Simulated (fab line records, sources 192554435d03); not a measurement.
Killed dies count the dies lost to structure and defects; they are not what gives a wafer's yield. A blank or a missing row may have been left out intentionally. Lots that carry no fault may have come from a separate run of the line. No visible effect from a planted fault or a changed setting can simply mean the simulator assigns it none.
A struck lot beside a sound one -- flow n5Finfet -- 15 steps out of a route of 1938
Sound: these wafers, L351.1, L351.2, L351.6. Struck: wafers L359.4, L359.5, L359.6. The cause is named last.
Order at every step that has rows: each side's tool, ch and its chambers, its first start. Under that, the readings that differ: sound wafers -- struck wafers -- difference of the means -- sigmas: that difference in standard deviations of wafers without a fault.
alike: same words and numbers on both sides, and readings whose means sit less than 2 such deviations apart. not compared: any withheld reading, any reading some wafer has no value for, any bound like >300 that may hide the same value, and any number with overlapping values for which the record gives no deviation.
Wherever a step has rows on one side only, a row that says differs or no value, or a row with sigmas, the two part there. When numbers do not overlap yet have no deviation, they are printed without sigmas and do not part them. A reading missing from all wafers of one side parts the sides only when that side holds two or more wafers.

first, 1 step without rows for these wafers: N5_BEOL_M3_SPUTTER_90 (material Cu, target thk 4.5 nm, time 8.29 s).
N5_BEOL_M3_ANNEAL_91: time 240 s.
  sound: pvdSputter-02 at day 12 12:12; struck: pvdSputter-02 at day 13 18:33
  alike: heaterPowerW, susceptorTempC
N5_BEOL_M3_SPUTTER_92: material Cu, target thk 4.5 nm, time 8.29 s.
  sound: pvdSputter-02 at day 12 12:20; struck: pvdSputter-02 at day 13 18:41
  alike: susceptorTempC, throttleValvePct
N5_BEOL_M3_ANNEAL_93: time 240 s.
  sound: pvdSputter-02 at day 12 12:25; struck: pvdSputter-02 at day 13 18:46
  alike: heaterPowerW, susceptorTempC
then, 2 steps without rows for these wafers: N5_BEOL_M3_SPUTTER_94 (material Cu, target thk 4.5 nm, time 8.29 s); N5_BEOL_M3_ANNEAL_95 (time 240 s).
N5_BEOL_M3_SPUTTER_96: material Cu, target thk 4.5 nm, time 8.29 s.
  sound: pvdSputter-02 at day 12 12:47; struck: pvdSputter-02 at day 13 19:08
  alike: susceptorTempC, throttleValvePct
then, 3 steps without rows for these wafers: N5_BEOL_M3_ECD_50 (material Cu, target thk 300 nm); N5_BEOL_M3_ANNEAL_51 (time 90 s); N5_BEOL_M3_CMP_52 (polishes, stops on SiOC, t overpolish 6.8 s, target thk 40 nm).
N5_BEOL_M3_THK_MEAS_53: measures by xrf.
  sound: filmMetro-01 at day 12 13:41; struck: filmMetro-02 at day 13 19:55
  alike: M3_THK
N5_BEOL_M3_PRE_CLEAN_60: time 15 s.
  sound on cvdCo-01 ch 0,2, day 12 13:43; struck on cvdCo-02 ch 0,1,2, day 13 19:58
  alike: heaterPowerOuterW, heaterPowerW, rfFwdPowerW
  not compared: susceptorTempC
N5_BEOL_M3_CO_CAP_55: material Co, precursor CCTBA/H2, target thk 2 nm, time 102.1 s.
  sound on cvdCo-01 ch 0,2, day 12 13:46; struck on cvdCo-02 ch 0,1,2, day 13 20:01
  no value came back on the struck wafers for chamberPressureTorr (Torr), heaterPowerOuterW (W), heaterPowerW (W), susceptorTempC (C); on the sound wafers chamberPressureTorr (Torr) reads 30.05 30.04 30.03
then, 1 step without rows for these wafers: N5_BEOL_M3_PRE_CLEAN_56 (time 15 s).
N5_BEOL_M4_RC_MEAS_101:
  sound on prober-01 ch 0, day 13 03:07; struck on prober-02 ch 0, day 15 15:19
reading,sound,struck,difference,sigmas
IOFF_N (nA/um),0.21 0.26 0.19,0.16 0.15 0.13,-0.07,-2
ION_N (uA/um),681 704 693,666 668 665,-26,-2
ION_P (uA/um),462 480 476,452 458 452,-19,-2
VT_N (mV),245 245 247,254 251 257,+8,+3
  alike: DIBL_N, DIBL_P, IOFF_P, SS_N, SS_P, VT_P

== WHERE THEY PART ==
Last at N5_BEOL_M4_RC_MEAS_101 as far as this record goes, first at N5_BEOL_M3_CO_CAP_55.

WHY: the cause the simulator had injected
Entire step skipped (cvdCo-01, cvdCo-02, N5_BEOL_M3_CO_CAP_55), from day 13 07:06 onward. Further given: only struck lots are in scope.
